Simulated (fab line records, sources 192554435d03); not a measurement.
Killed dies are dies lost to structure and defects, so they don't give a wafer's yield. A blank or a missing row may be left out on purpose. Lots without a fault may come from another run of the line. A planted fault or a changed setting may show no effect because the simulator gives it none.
Which tool did it? | flow n5_finfet | 19 lots, 57 wafers sampled, at 6 steps of a route of 1938

WHAT THE GAUGES READ, wafer by wafer
The record holds no reading of a measuring or inspecting step that can be judged against a usual standard deviation.

WHICH TOOL RAN EACH LOT (tool, then ch and the chambers of the sampled wafers, then the start)
lot  | N5_BEOL_M7_STRIP_36                | N5_BEOL_M7_ETCH_41                            | N5_BEOL_M8_PECVD_70             | N5_BEOL_M8_ETCH_61                 | N5_BEOL_M8_STRIP_67                | N5_BEOL_M8_HM_OPEN_17
L074 | rie_diel-06 ch 1,3, day 8 21:43    | rie_diel-06 ch 1,3, day 9 01:32 or earlier    | pecvd-03 ch 1,2, day 9 01:32    | rie_diel-02 ch 0,1,3, day 9 03:56  | rie_diel-02 ch 0,1,3, day 9 04:08  | rie_metal-02 ch 0,1, day 9 04:11
L075 | rie_diel-03 ch 0,2,3, day 9 07:47  | rie_diel-03 ch 0,2,3, day 9 11:08 or earlier  | pecvd-04 ch 0,1,2, day 9 11:08  | rie_diel-05 ch 0,2,3, day 9 12:44  | rie_diel-05 ch 0,2,3, day 9 12:56  | rie_metal-01 ch 0,1, day 9 12:59
L076 | rie_diel-06 ch 1,2, day 9 18:34    | rie_diel-06 ch 1,2, day 9 21:46 or earlier    | pecvd-03 ch 0,1, day 9 21:46    | rie_diel-02 ch 0,2, day 10 00:09   | rie_diel-02 ch 0,2, day 10 00:21   | rie_metal-03 ch 0,1, day 10 00:25
L077 | rie_diel-06 ch 0,1,3, day 10 04:37 | rie_diel-06 ch 0,1,3, day 10 08:17 or earlier | pecvd-03 ch 0,1,2, day 10 08:17 | rie_diel-05 ch 1,2,3, day 10 11:31 | rie_diel-05 ch 1,2,3, day 10 11:43 | rie_metal-03 ch 0,1, day 10 11:47
L079 | rie_diel-04 ch 0,3, day 10 17:04   | rie_diel-04 ch 0,3, day 10 20:10 or earlier   | pecvd-01 ch 1,2, day 10 20:10   | rie_diel-05 ch 1,2,3, day 10 22:25 | rie_diel-05 ch 1,2,3, day 10 22:37 | rie_metal-01 ch 0,1, day 10 22:40
L078 | rie_diel-04 ch 1,2,3, day 10 19:50 | rie_diel-04 ch 1,2,3, day 11 00:11 or earlier | pecvd-01 ch 0,1,2, day 11 00:11 | rie_diel-05 ch 1,2,3, day 11 01:35 | rie_diel-05 ch 1,2,3, day 11 01:46 | rie_metal-01 ch 0,1, day 11 01:50
L081 | rie_diel-03 ch 0,3, day 10 23:57   | rie_diel-03 ch 0,3, day 11 03:48 or earlier   | pecvd-03 ch 0,1, day 11 03:48   | rie_diel-01 ch 0,2,3, day 11 04:53 | rie_diel-01 ch 0,2,3, day 11 05:06 | rie_metal-03 ch 0,1, day 11 05:10
L082 | rie_diel-04 ch 1,2,3, day 11 04:08 | rie_diel-04 ch 1,2,3, day 11 09:09 or earlier | pecvd-03 ch 0,1, day 11 09:09   | rie_diel-01 ch 0,2, day 11 12:55   | rie_diel-01 ch 0,2, day 11 13:07   | rie_metal-02 ch 0,1, day 11 13:10
L087 | rie_diel-06 ch 1,2,3, day 12 07:24 | rie_diel-06 ch 1,2,3, day 12 11:11 or earlier | pecvd-04 ch 0,1, day 12 11:11   | rie_diel-02 ch 0,1, day 12 13:25   | rie_diel-02 ch 0,1, day 12 13:37   | rie_metal-01 ch 0,1, day 12 13:40
L086 | rie_diel-04 ch 1,2,3, day 12 09:40 | rie_diel-04 ch 1,2,3, day 12 14:06 or earlier | pecvd-04 ch 0,1, day 12 14:06   | rie_diel-01 ch 0,1, day 12 16:08   | rie_diel-01 ch 0,1, day 12 16:20   | rie_metal-02 ch 0,1, day 12 16:25
L090 | rie_diel-04 ch 1,2, day 13 01:13   | rie_diel-04 ch 1,2, day 13 05:24 or earlier   | pecvd-01 ch 0,1,2, day 13 05:24 | rie_diel-05 ch 0,2, day 13 06:31   | rie_diel-05 ch 0,2, day 13 06:43   | rie_metal-02 ch 0,1, day 13 06:46
L088 | rie_diel-06 ch 0,3, day 13 01:34   | rie_diel-06 ch 0,3, day 13 06:40 or earlier   | pecvd-01 ch 0,1,2, day 13 06:40 | rie_diel-02 ch 1,2,3, day 13 09:53 | rie_diel-02 ch 1,2,3, day 13 10:05 | rie_metal-03 ch 0,1, day 13 10:07
L091 | rie_diel-03 ch 0,1, day 13 08:52   | rie_diel-03 ch 0,1, day 13 12:38 or earlier   | pecvd-04 ch 0,1,2, day 13 12:38 | rie_diel-05 ch 1,2, day 13 15:31   | rie_diel-05 ch 1,2, day 13 15:43   | rie_metal-02 ch 0,1, day 13 15:46
L092 | rie_diel-06 ch 0,2,3, day 13 21:52 | rie_diel-06 ch 0,2,3, day 14 01:41 or earlier | pecvd-03 ch 0,1,2, day 14 01:41 | rie_diel-02 ch 0,1, day 14 03:30   | rie_diel-02 ch 0,1, day 14 03:42   | rie_metal-01 ch 0,1, day 14 03:47
L093 | rie_diel-06 ch 0,2,3, day 14 02:17 | rie_diel-06 ch 0,2,3, day 14 05:34 or earlier | pecvd-01 ch 0,2, day 14 05:34   | rie_diel-02 ch 0,1,3, day 14 08:25 | rie_diel-02 ch 0,1,3, day 14 08:37 | rie_metal-01 ch 0,1, day 14 08:40
L094 | rie_diel-04 ch 0,3, day 14 07:58   | rie_diel-04 ch 0,3, day 14 12:59 or earlier   | pecvd-03 ch 0,1, day 14 12:59   | rie_diel-02 ch 2,3, day 14 15:19   | rie_diel-02 ch 2,3, day 14 15:31   | rie_metal-02 ch 0,1, day 14 15:33
L095 | rie_diel-06 ch 0,3, day 14 16:38   | rie_diel-06 ch 0,3, day 14 22:26 or earlier   | pecvd-04 ch 0,2, day 14 22:26   | rie_diel-02 ch 1,2,3, day 15 00:50 | rie_diel-02 ch 1,2,3, day 15 01:02 | rie_metal-01 ch 0,1, day 15 01:05
L096 | rie_diel-04 ch 0,2,3, day 14 23:46 | rie_diel-04 ch 0,2,3, day 15 03:21 or earlier | pecvd-01 ch 0,1,2, day 15 03:21 | rie_diel-02 ch 0,1,3, day 15 05:28 | rie_diel-02 ch 0,1,3, day 15 05:41 | rie_metal-02 ch 0,1, day 15 05:43
L097 | rie_diel-06 ch 0,1,3, day 15 06:39 | rie_diel-06 ch 0,1,3, day 15 10:55 or earlier | pecvd-04 ch 1,2, day 15 10:55   | rie_diel-02 ch 0,1,3, day 15 12:49 | rie_diel-02 ch 0,1,3, day 15 13:01 | rie_metal-03 ch 0,1, day 15 13:03
- N5_BEOL_M7_STRIP_36: strips in N2/H2.
- N5_BEOL_M7_ETCH_41: etches SiCN in CH3F/O2, target depth 31.9 nm, time 57.8 s.
- N5_BEOL_M8_PECVD_70: deposits SiO2 from TEOS/O2, target thk 20 nm, time 22.7 s.
- N5_BEOL_M8_ETCH_61: etches SiARC in CF4, target depth 45.5 nm, time 75.8 s.
- N5_BEOL_M8_STRIP_67: strips in CF4.
- N5_BEOL_M8_HM_OPEN_17: chemistry Cl2/BCl3, target TiN, target depth 20 nm, overetch 6 nm.

WHAT THE TOOLS THEMSELVES READ (means of the sampled wafers that have a number; where no wafer has one, the mark that the record gives instead)
N5_BEOL_M7_STRIP_36.
lot  | tool        | drypump_motor_current_A (A) | oes_product_au (a.u.) | rf_vpp_V (V) | showerhead_plenum_p_Torr (Torr) | throttle_valve_pct (%)
L074 | rie_diel-06 | 5.8                         | 0.84                  | 59.4         | 2.57                            | 23.6
L075 | rie_diel-03 | 6.1                         | 0.86                  | 59.9         | 2.53                            | 23.3
L076 | rie_diel-06 | 5.7                         | 0.74                  | 59.2         | 2.52                            | 24.1
L077 | rie_diel-06 | 5.8                         | 0.76                  | 59.7         | 2.57                            | 23.7
L079 | rie_diel-04 | 5.7                         | 0.82                  | 60.7         | 2.52                            | 23.7
L078 | rie_diel-04 | 5.6                         | 0.74                  | 59.5         | 2.53                            | 23.8
L081 | rie_diel-03 | 5.9                         | 0.82                  | 58.9         | 2.52                            | 23.2
L082 | rie_diel-04 | 5.6                         | 0.74                  | 58.2         | 2.53                            | 23.8
L087 | rie_diel-06 | 5.7                         | 0.78                  | 59.7         | 2.55                            | 23.8
L086 | rie_diel-04 | 5.6                         | 0.74                  | 59.8         | 2.53                            | 23.8
L090 | rie_diel-04 | 5.6                         | 0.74                  | 58.9         | 2.49                            | 24.0
L088 | rie_diel-06 | 5.8                         | 0.87                  | 58.0         | 2.59                            | 23.3
L091 | rie_diel-03 | 5.9                         | 0.75                  | 58.6         | 2.57                            | 23.8
L092 | rie_diel-06 | 5.6                         | 0.84                  | 60.4         | 2.58                            | 23.5
L093 | rie_diel-06 | 5.6                         | 0.85                  | 58.5         | 2.58                            | 23.5
L094 | rie_diel-04 | 6.0                         | 0.83                  | 59.9         | 2.50                            | 23.8
L095 | rie_diel-06 | 5.8                         | 0.86                  | 59.3         | 2.58                            | 23.3
L096 | rie_diel-04 | 5.8                         | 0.79                  | 60.9         | 2.48                            | 23.8
L097 | rie_diel-06 | 5.8                         | 0.89                  | 58.8         | 2.55                            | 23.5

N5_BEOL_M7_ETCH_41.
lot  | tool        | drypump_motor_current_A (A) | oes_product_au (a.u.) | rf_fwd_power_W (W) | rf_vpp_V (V) | showerhead_plenum_p_Torr (Torr) | throttle_valve_pct (%)
L074 | rie_diel-06 | 5.8                         | 0.84                  | 389.3              | 297.7        | 2.02                            | 16.16
L075 | rie_diel-03 | 6.1                         | 0.86                  | 391.5              | 297.2        | 2.00                            | 16.03
L076 | rie_diel-06 | 5.7                         | 0.74                  | 389.9              | 297.3        | 1.99                            | 16.72
L077 | rie_diel-06 | 5.8                         | 0.75                  | 390.9              | 296.9        | 2.02                            | 16.37
L079 | rie_diel-04 | 5.7                         | 0.83                  | 391.3              | 297.5        | 1.99                            | 16.32
L078 | rie_diel-04 | 5.5                         | 0.74                  | 391.8              | 297.3        | 2.00                            | 16.36
L081 | rie_diel-03 | 5.8                         | 0.82                  | 391.3              | 297.3        | 1.99                            | 15.98
L082 | rie_diel-04 | 5.5                         | 0.75                  | 390.3              | 296.7        | 2.00                            | 16.35
L087 | rie_diel-06 | 5.6                         | 0.78                  | 389.4              | 298.2        | 2.00                            | 16.42
L086 | rie_diel-04 | 5.5                         | 0.74                  | 392.5              | 296.9        | 1.99                            | 16.37
L090 | rie_diel-04 | 5.6                         | 0.74                  | 391.1              | 296.5        | 1.96                            | 16.38
L088 | rie_diel-06 | 5.8                         | 0.88                  | 390.8              | 298.2        | 2.03                            | 15.91
L091 | rie_diel-03 | 5.9                         | 0.76                  | 391.7              | 296.9        | 2.03                            | 16.47
L092 | rie_diel-06 | 5.6                         | 0.85                  | 390.8              | 298.0        | 2.02                            | 16.13
L093 | rie_diel-06 | 5.6                         | 0.84                  | 392.6              | 297.8        | 2.02                            | 16.14
L094 | rie_diel-04 | 6.0                         | 0.82                  | 390.6              | 296.9        | 1.97                            | 16.39
L095 | rie_diel-06 | 5.8                         | 0.85                  | 390.8              | 297.3        | 2.03                            | 15.94
L096 | rie_diel-04 | 5.8                         | 0.79                  | 390.6              | 296.2        | 1.96                            | 16.38
L097 | rie_diel-06 | 5.8                         | 0.89                  | 390.9              | 297.4        | 2.01                            | 16.14

N5_BEOL_M8_PECVD_70.
lot  | tool     | heater_power_w (W) | rf_fwd_power_W (W) | showerhead_plenum_p_Torr (Torr) | throttle_valve_pct (%)
L074 | pecvd-03 | 717                | 445.0              | 8.83                            | 20.6
L075 | pecvd-04 | 773                | 444.7              | 8.82                            | 22.3
L076 | pecvd-03 | 680                | 444.1              | 8.84                            | 21.7
L077 | pecvd-03 | 673                | 442.7              | 8.83                            | 21.1
L079 | pecvd-01 | 682                | 447.7              | 8.75                            | 21.8
L078 | pecvd-01 | 714                | 446.1              | 8.77                            | 22.8
L081 | pecvd-03 | 701                | 442.3              | 8.85                            | 22.0
L082 | pecvd-03 | 773                | 442.0              | 8.86                            | 22.0
L087 | pecvd-04 | 689                | 444.2              | 8.79                            | 22.2
L086 | pecvd-04 | 612                | 443.1              | 8.80                            | 22.2
L090 | pecvd-01 | 701                | 445.1              | 8.76                            | 22.6
L088 | pecvd-01 | 696                | 446.1              | 8.77                            | 22.7
L091 | pecvd-04 | 717                | 444.3              | 8.79                            | 22.5
L092 | pecvd-03 | 704                | 443.0              | 8.86                            | 21.2
L093 | pecvd-01 | 684                | 445.2              | 8.81                            | 22.7
L094 | pecvd-03 | 644                | 441.9              | 8.84                            | 21.8
L095 | pecvd-04 | 745                | 444.5              | 8.80                            | 22.2
L096 | pecvd-01 | 701                | 446.6              | 8.76                            | 22.7
L097 | pecvd-04 | 726                | 444.0              | 8.83                            | 21.5

N5_BEOL_M8_ETCH_61.
lot  | tool        | drypump_motor_current_A (A) | etch_rf_on_time_s (s) | oes_product_au (a.u.) | rf_fwd_power_W (W) | rf_vpp_V (V) | showerhead_plenum_p_Torr (Torr) | throttle_valve_pct (%)
L074 | rie_diel-02 | 5.9                         | 74.3                  | 0.65                  | 537.3              | 184.3        | 2.12                            | 15.54
L075 | rie_diel-05 | 5.3                         | 76.2                  | 0.59                  | 539.0              | 183.5        | 2.09                            | 15.83
L076 | rie_diel-02 | 5.8                         | 76.7                  | 0.63                  | 539.4              | 183.4        | 2.11                            | 15.92
L077 | rie_diel-05 | 5.6                         | 75.6                  | 0.67                  | 540.0              | 182.9        | 2.09                            | 15.70
L079 | rie_diel-05 | 5.6                         | 75.3                  | 0.66                  | 538.7              | 184.3        | 2.08                            | 15.72
L078 | rie_diel-05 | 5.6                         | 76.0                  | 0.65                  | 538.7              | 183.6        | 2.08                            | 15.72
L081 | rie_diel-01 | 5.7                         | 75.6                  | 0.69                  | 539.0              | 183.9        | 2.10                            | 15.60
L082 | rie_diel-01 | 6.2                         | 75.6                  | 0.73                  | 539.3              | 183.5        | 2.09                            | 15.39
L087 | rie_diel-02 | 5.9                         | 76.2                  | 0.61                  | 538.7              | 184.0        | 2.11                            | 15.57
L086 | rie_diel-01 | 6.2                         | 74.8                  | 0.75                  | 538.8              | 182.9        | 2.09                            | 15.30
L090 | rie_diel-05 | 5.1                         | 75.4                  | 0.65                  | 541.7              | 183.5        | 2.05                            | 15.59
L088 | rie_diel-02 | 6.0                         | 76.5                  | 0.60                  | 537.7              | 184.0        | 2.13                            | 15.76
L091 | rie_diel-05 | 5.7                         | 74.8                  | 0.69                  | 537.2              | 183.2        | 2.08                            | 15.47
L092 | rie_diel-02 | 5.8                         | 76.6                  | 0.61                  | 539.5              | 183.8        | 2.07                            | 15.65
L093 | rie_diel-02 | 5.9                         | 77.1                  | 0.61                  | 538.7              | 183.6        | 2.10                            | 15.63
L094 | rie_diel-02 | 6.0                         | 75.6                  | 0.62                  | 538.6              | 183.3        | 2.13                            | 15.79
L095 | rie_diel-02 | 6.1                         | 78.0                  | 0.59                  | 538.5              | 184.2        | 2.13                            | 15.79
L096 | rie_diel-02 | 5.9                         | 75.2                  | 0.61                  | 539.4              | 184.4        | 2.10                            | 15.64
L097 | rie_diel-02 | 5.9                         | 76.1                  | 0.60                  | 539.5              | 183.9        | 2.10                            | 15.66

N5_BEOL_M8_STRIP_67.
lot  | tool        | drypump_motor_current_A (A) | oes_product_au (a.u.) | rf_vpp_V (V) | showerhead_plenum_p_Torr (Torr) | throttle_valve_pct (%)
L074 | rie_diel-02 | 5.9                         | 0.75                  | 271.2        | 1.774                           | 13.52
L075 | rie_diel-05 | 5.3                         | 0.70                  | 269.1        | 1.754                           | 13.83
L076 | rie_diel-02 | 5.8                         | 0.74                  | 270.6        | 1.768                           | 13.89
L077 | rie_diel-05 | 5.6                         | 0.77                  | 270.0        | 1.751                           | 13.69
L079 | rie_diel-05 | 5.6                         | 0.76                  | 268.9        | 1.750                           | 13.70
L078 | rie_diel-05 | 5.6                         | 0.76                  | 270.1        | 1.749                           | 13.70
L081 | rie_diel-01 | 5.7                         | 0.81                  | 270.1        | 1.764                           | 13.57
L082 | rie_diel-01 | 6.3                         | 0.84                  | 271.4        | 1.754                           | 13.36
L087 | rie_diel-02 | 5.9                         | 0.72                  | 270.7        | 1.764                           | 13.56
L086 | rie_diel-01 | 6.2                         | 0.86                  | 270.0        | 1.755                           | 13.26
L090 | rie_diel-05 | 5.2                         | 0.76                  | 268.7        | 1.725                           | 13.59
L088 | rie_diel-02 | 6.0                         | 0.71                  | 270.4        | 1.785                           | 13.76
L091 | rie_diel-05 | 5.7                         | 0.81                  | 270.0        | 1.739                           | 13.44
L092 | rie_diel-02 | 5.8                         | 0.72                  | 270.4        | 1.737                           | 13.62
L093 | rie_diel-02 | 5.9                         | 0.71                  | 270.0        | 1.762                           | 13.62
L094 | rie_diel-02 | 6.0                         | 0.72                  | 271.6        | 1.786                           | 13.79
L095 | rie_diel-02 | 6.0                         | 0.70                  | 270.3        | 1.782                           | 13.78
L096 | rie_diel-02 | 5.9                         | 0.72                  | 269.4        | 1.760                           | 13.64
L097 | rie_diel-02 | 5.9                         | 0.71                  | 270.9        | 1.760                           | 13.63

N5_BEOL_M8_HM_OPEN_17.
lot  | tool         | drypump_motor_current_A (A) | he_backside_leak_sccm (sccm) | oes_product_au (a.u.) | rf_fwd_power_W (W) | throttle_valve_pct (%)
L074 | rie_metal-02 | 5.5                         | 3.5                          | 0.62                  | 993                | 22.18
L075 | rie_metal-01 | 5.0                         | 3.2                          | 0.74                  | 988                | 22.00
L076 | rie_metal-03 | 5.4                         | 3.4                          | 0.76                  | 996                | 22.08
L077 | rie_metal-03 | 5.1                         | 3.3                          | 0.70                  | 995                | 22.15
L079 | rie_metal-01 | 5.2                         | 3.3                          | 0.74                  | 988                | 21.92
L078 | rie_metal-01 | 5.2                         | 3.2                          | 0.74                  | 988                | 21.93
L081 | rie_metal-03 | 5.1                         | 3.4                          | 0.70                  | 993                | 22.14
L082 | rie_metal-02 | 5.7                         | 3.3                          | 0.64                  | 990                | 22.08
L087 | rie_metal-01 | 5.2                         | 3.2                          | 0.72                  | 990                | 21.95
L086 | rie_metal-02 | 5.5                         | 3.4                          | 0.61                  | 994                | 22.20
L090 | rie_metal-02 | 5.7                         | 3.3                          | 0.63                  | 991                | 22.10
L088 | rie_metal-03 | 5.4                         | 3.3                          | 0.72                  | 992                | 22.09
L091 | rie_metal-02 | 5.7                         | 3.2                          | 0.63                  | 990                | 22.10
L092 | rie_metal-01 | 5.2                         | 3.2                          | 0.71                  | 991                | 21.94
L093 | rie_metal-01 | 5.2                         | 3.2                          | 0.71                  | 992                | 21.95
L094 | rie_metal-02 | 5.7                         | 3.2                          | 0.62                  | 993                | 22.11
L095 | rie_metal-01 | 5.2                         | 3.3                          | 0.71                  | 993                | 21.95
L096 | rie_metal-02 | 5.7                         | 3.4                          | 0.62                  | 992                | 22.12
L097 | rie_metal-03 | 5.2                         | 3.5                          | 0.66                  | 991                | 22.17

THE ANSWER, worked out from the rows above alone
Rule: what is usual is taken from the lots themselves. Put in order of their means at a reading, lots are off if they are a third of the lots or fewer, leave a main group of 4 or more, and stand apart from it by a gap of 3 or more times the standard deviation of the main group's means; of several such gaps the widest counts. A main group whose means are all the same, to the digits that the tables above print for the reading, isn't used. A lot without any number at a reading at which 4 lots or more have one is off too. The other lots that the step has rows for count as sound. The gauges are gone through in route order, then the tools' own readings, and for those a lot's mean is taken as printed above. The first step at which some lot is off is used, and at that step the reading that is off furthest; a lot without a number counts as furthest.
No lot is off at any reading shown: from this, nothing can be told.

WHAT THE SIMULATOR HAD PUT IN
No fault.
